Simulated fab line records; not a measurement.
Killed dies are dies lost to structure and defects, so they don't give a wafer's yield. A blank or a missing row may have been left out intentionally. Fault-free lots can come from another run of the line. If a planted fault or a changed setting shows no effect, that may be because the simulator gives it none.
Lot-split experiment	flow n5Finfet	route with 1938 steps; 7 lots, 39 wafers read

== ABOUT THE SPLIT ==
At N5_DUMMY_GATE_ETCH_32 (etches SiO2 in CF4, target depth 3.5 nm, time 3.9 s), the setting timeS was moved away from the recipe's 3.9 s on 12 of the 39 wafers read, by -16.9% to +23.1%. The other wafers ran this setting at the recipe's value.

The reading comes from the split's own step.

== THE READING ==
etch.depthNm (the simulator's own value, which no gauge read), in nm, at N5_DUMMY_GATE_ETCH_32 (etches SiO2 in CF4, target depth 3.5 nm, time 3.9 s). There is no usual value for it anywhere in the file. Here, 27 wafers ran the recipe; their average is 3.474 nm with a standard deviation of 0.08 nm.

wafer	tool, chamber at the split	timeS as run, s	against the recipe	etch.depthNm, nm	against lot-mates on the recipe
L075.1	rieSi-03, 2	4.8	+23.1%	4.305	+0.774
L075.2	rieSi-03, 1	4.8	+23.1%	4.248	+0.717
L075.3	rieSi-03, 0	3.9	recipe	3.535	-
L075.4	rieSi-03, 3	4.8	+23.1%	4.275	+0.744
L075.5	rieSi-03, 3	3.9	recipe	3.503	-
L075.6	rieSi-03, 0	3.9	recipe	3.554	-
L076.1	rieSi-05, 3	3.9	recipe	3.379	-
L076.2	rieSi-05, 2	3.9	recipe	3.4	-
L076.3	rieSi-05, 0	3.9	recipe	3.669	-
L076.4	rieSi-05, 1	3.9	recipe	3.657	-
L076.5	rieSi-05, 2	3.9	recipe	3.407	-
L076.6	rieSi-05, 3	3.9	recipe	3.401	-
L081.1	rieSi-02, 0	3.9	recipe	3.455	-
L081.2	rieSi-02, 1	3.9	recipe	3.49	-
L081.3	rieSi-02, 3	3.9	recipe	3.512	-
L081.4	rieSi-02, 2	3.9	recipe	3.365	-
L081.5	rieSi-02, 2	3.9	recipe	3.373	-
L081.6	rieSi-02, 1	3.9	recipe	3.469	-
L084.1	rieSi-02, 2	4.456	+14.3%	3.88	+0.433
L084.2	rieSi-02, 0	4.456	+14.3%	3.912	+0.465
L084.3	rieSi-02, 3	4.456	+14.3%	4.024	+0.577
L084.4	rieSi-02, 1	3.9	recipe	3.469	-
L084.5	rieSi-02, 3	3.9	recipe	3.502	-
L084.6	rieSi-02, 2	3.9	recipe	3.37	-
L085.1	rieSi-03, 1	3.24	-16.9%	2.864	-0.657
L085.2	rieSi-03, 0	3.9	recipe	3.545	-
L085.3	rieSi-03, 2	3.9	recipe	3.543	-
L085.4	rieSi-03, 3	3.9	recipe	3.475	-
L085.5	rieSi-03, 3	3.24	-16.9%	2.88	-0.641
L085.6	rieSi-03, 0	3.24	-16.9%	2.941	-0.580
L088.1	rieSi-02, 3	4.343	+11.4%	3.97	+0.524
L088.2	rieSi-02, 0	3.9	recipe	3.457	-
L088.3	rieSi-02, 2	3.9	recipe	3.377	-
L088.4	rieSi-02, 1	4.343	+11.4%	3.865	+0.419
L088.5	rieSi-02, 1	3.9	recipe	3.504	-
L088.6	rieSi-02, 0	4.343	+11.4%	3.856	+0.410
L094.1	rieSi-02, 2	3.9	recipe	3.393	-
L094.2	rieSi-02, 0	3.9	recipe	3.48	-
L094.4	rieSi-02, 1	3.9	recipe	3.513	-

THE FIT
A straight line over all 39 wafers: etch.depthNm changes by +0.0345 nm for each +1% of timeS; r = +0.97; the points scatter about the line by 0.074 nm.
The same after taking each lot's own level away (the mean of its wafers on the recipe; 39 wafers): +0.0348 nm for each +1%; r = +0.98; scatter 0.072 nm.
The reading moves by 0.8 nm for the largest change in timeS, on that fit.
From 3.4440 to 3.5307 nm: that is the span of the lots' own levels, equal to 1.1 times the standard deviation above.
The two slopes agree, so the slope changes little with the lot-to-lot level.
Check: +0.804 nm against its lot-mates is what the line predicts for one of the wafers moved furthest among these (+23.1%) when that wafer is left out of the fit. Against them it came out at +0.774 nm.

== FURTHER SPLITS ON THESE WAFERS ==
Note: prior to the reading, these wafers also went through further splits. Each is held against what the fit with the lots' levels taken away leaves over:
other split on the same wafers	wafers away from the commonest value	r with etch.depthNm (lot level and that fit taken away)
N5_WELL_APT_EPI_41 timeS	15	+0.06

== THE FILE'S OWN FIT ==
etch.depthNm changes by +0.0347 nm for each +1% of timeS, r = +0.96.
